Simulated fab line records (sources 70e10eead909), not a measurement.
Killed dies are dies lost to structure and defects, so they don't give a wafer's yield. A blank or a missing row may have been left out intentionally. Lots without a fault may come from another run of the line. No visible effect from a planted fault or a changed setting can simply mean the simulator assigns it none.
The tool behind it: which one? | flow nand_harc | 36 wafers from 12 lots sampled at 2 of the route's 1302 steps

## WHAT EACH GAUGE READ, for each wafer
NHARC_A_M0_CD_MEAS_09: target cd 80 nm.
lot  | measured     | on        | cd_nm (nm)
L074 | day 23 02:34 | cd_sem-02 | 79.3 78.4 79.3
L077 | day 23 16:40 | cd_sem-01 | 79.1 80.2 80.0
L079 | day 25 01:35 | cd_sem-02 | 81.4 80.3 81.0
L081 | day 26 01:14 | cd_sem-02 | 79.6 79.5 79.4
L083 | day 26 18:44 | cd_sem-03 | 79.8 79.5 79.6
L084 | day 27 12:44 | cd_sem-01 | 80.1 78.8 78.3
L085 | day 27 17:20 | cd_sem-02 | 78.2 78.2 79.4
L089 | day 28 19:18 | cd_sem-02 | 80.5 79.8 80.6
L091 | day 30 01:13 | cd_sem-01 | 80.9 80.8 80.5
L093 | day 30 13:10 | cd_sem-03 | 80.0 80.3 80.6
L096 | day 31 09:28 | cd_sem-03 | 80.3 80.2 80.1
L097 | day 32 06:27 | cd_sem-02 | 80.1 80.7 79.8

## EACH LOT AND THE TOOL THAT RAN IT (in order: tool; ch and the chambers of the sampled wafers; start)
lot  | NHARC_A_CONTACT_ETCH_138
L074 | har_cap_etch-03 ch 0,1, day 22 18:27
L077 | har_cap_etch-03 ch 0,1, day 23 08:18
L079 | har_cap_etch-01 ch 0,1, day 24 17:04
L081 | har_cap_etch-01 ch 0,1, day 25 17:02
L083 | har_cap_etch-01 ch 0,1, day 26 07:18
L084 | har_cap_etch-03 ch 0,1, day 27 03:52
L085 | har_cap_etch-02 ch 0,1, day 27 09:24
L089 | har_cap_etch-01 ch 0,1, day 28 11:01
L091 | har_cap_etch-02 ch 0,1, day 29 16:26
L093 | har_cap_etch-01 ch 0,1, day 30 05:17
L096 | har_cap_etch-02 ch 0,1, day 31 00:28
L097 | har_cap_etch-02 ch 0,1, day 31 20:55
- NHARC_A_CONTACT_ETCH_138: etches the open film in C4F8/O2/Ar, time 311 s, target depth 1914 nm.

## THE ANSWER, worked out from the rows above alone
Rule: what is usual is taken from the lots themselves. Put in order of their means at a reading, lots are off if they are a third of the lots or fewer, leave a main group of 4 or more, and stand apart from it by a gap of 3 or more times the standard deviation of the main group's means; of several such gaps the widest counts. Not used: any main group whose means are identical at the precision the tables above print for the reading. A lot without any number at a reading at which 4 lots or more have one is off too. All remaining lots with rows at the step are treated as sound.
No lot is off at any reading shown: from this, nothing can be told.

## WHAT THE SIMULATOR HAD INSERTED
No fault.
